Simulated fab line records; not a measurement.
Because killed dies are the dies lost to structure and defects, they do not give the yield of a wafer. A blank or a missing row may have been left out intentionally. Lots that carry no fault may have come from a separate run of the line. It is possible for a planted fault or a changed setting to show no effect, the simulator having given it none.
One fault seen from 3 desks + flow n5Finfet + only its own numbers are on each desk; what lay behind them is given at the end

AT THE METROLOGY DESK
What the gauges read, lot by lot, whatever tool the lot ran on: means of the sampled wafers that have a number. Marked OUT: a lot whose mean sits more than 4 standard deviations from the usual mean, which makes it out of limits; the brackets give that distance.
Columns: A = V14_OVL at N5_BEOL_M15_OVL_MEAS_11, usual 3 nm; B = cdNm at N5_BEOL_M15_CD_MEAS_17, usual 361.3 nm; C = cdNm at N5_BEOL_M15_CD_MEAS_28, usual 408.0 nm; D = M15_OVL at N5_BEOL_M15_OVL_MEAS_29, usual 1 nm
| lot  | first seen here | A  | B     | C     | D  |
|------|-----------------|----|-------|-------|----|
| L416 | day 12 17:26    | 2  | 361.3 | 407.9 | 1  |
| L419 | day 13 18:27    | -3 | 362.1 | 405.2 | 4  |
| L426 | day 17 11:16    | 3  | 361.3 | 408.4 | 0  |
| L430 | day 18 15:06    | 9  | 360.9 | 408.7 | -1 |
| L434 | day 19 00:07    | 4  | 361.1 | 407.2 | 3  |
| L435 | day 19 19:51    | -3 | 361.2 | 409.4 | -6 |
This desk found nothing out of limits on any of the 6 lots.

THE TOOL OWNER'S DESK: lithoTrack-04
The tool's own readings at N5_BEOL_M15_COAT_60 (time 60 s, resist thk 89 nm): means of the sampled wafers that have a number, for each lot that ran on this tool. Marked OUT: a lot whose mean sits more than 4 standard deviations from the usual mean, which makes it out of limits; the brackets give that distance.
Columns: A = dispensePressureKPa at N5_BEOL_M15_COAT_60, usual 55.5 kPa; B = spinSpeedRpm at N5_BEOL_M15_COAT_60, usual 1500.1 rpm
| lot  | first seen here | A    | B                        |
|------|-----------------|------|--------------------------|
| L416 | day 12 18:37    | 54.0 | 1499.8                   |
| L426 | day 17 12:38    | 54.0 | 1828.5 (+99 or more) OUT |
| L430 | day 18 16:25    | 54.0 | 1828.6 (+99 or more) OUT |
This desk finds L426, L430 out of limits, L426 being first, at day 17 12:38 (spinSpeedRpm at N5_BEOL_M15_COAT_60). L416 stayed within limits.

THE DEFECT DESK
Inspection counts along the route, by lot: the mean over sampled wafers that carry a number. Marked OUT: a lot whose mean sits more than 4 standard deviations from the usual mean, which makes it out of limits; the brackets give that distance.
Columns: A = rawDefectCount at N5_BEOL_M15_INSPECT_12, usual 2.0; B = rawDefectCount at N5_BEOL_M15_INSPECT_30, usual 1.9
| lot  | first seen here | A   | B   |
|------|-----------------|-----|-----|
| L416 | day 12 17:27    | 1.7 | 1.0 |
| L419 | day 13 18:29    | 1.0 | 3.0 |
| L426 | day 17 11:17    | 1.7 | 1.7 |
| L430 | day 18 15:07    | 2.3 | 2.7 |
| L434 | day 19 00:09    | 1.3 | 2.3 |
| L435 | day 19 19:52    | 0.7 | 3.0 |
This desk found nothing out of limits on any of the 6 lots.

ALL TOGETHER
At day 17 12:38, on L426, L430, the tool owner's desk was in a position to raise an alarm.
Metrology desk: nothing out of limits seen.
Nothing the defect desk looked at was out of limits.
The metrology desk holds a record of L426, L430, inside its limits.
The defect desk has L426, L430 on record, within its limits.
Every lot named ran N5_BEOL_M15_COAT_60 on lithoTrack-04.

WHAT THE SIMULATOR HAD PUT IN
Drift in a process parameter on lithoTrack-04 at N5_BEOL_M15_COAT_60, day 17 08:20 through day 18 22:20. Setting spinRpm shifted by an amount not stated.
Shown lots that were struck: L426, L430.
Each desk's first reading out of limits, in hours after the fault started: the tool owner's desk, 4.
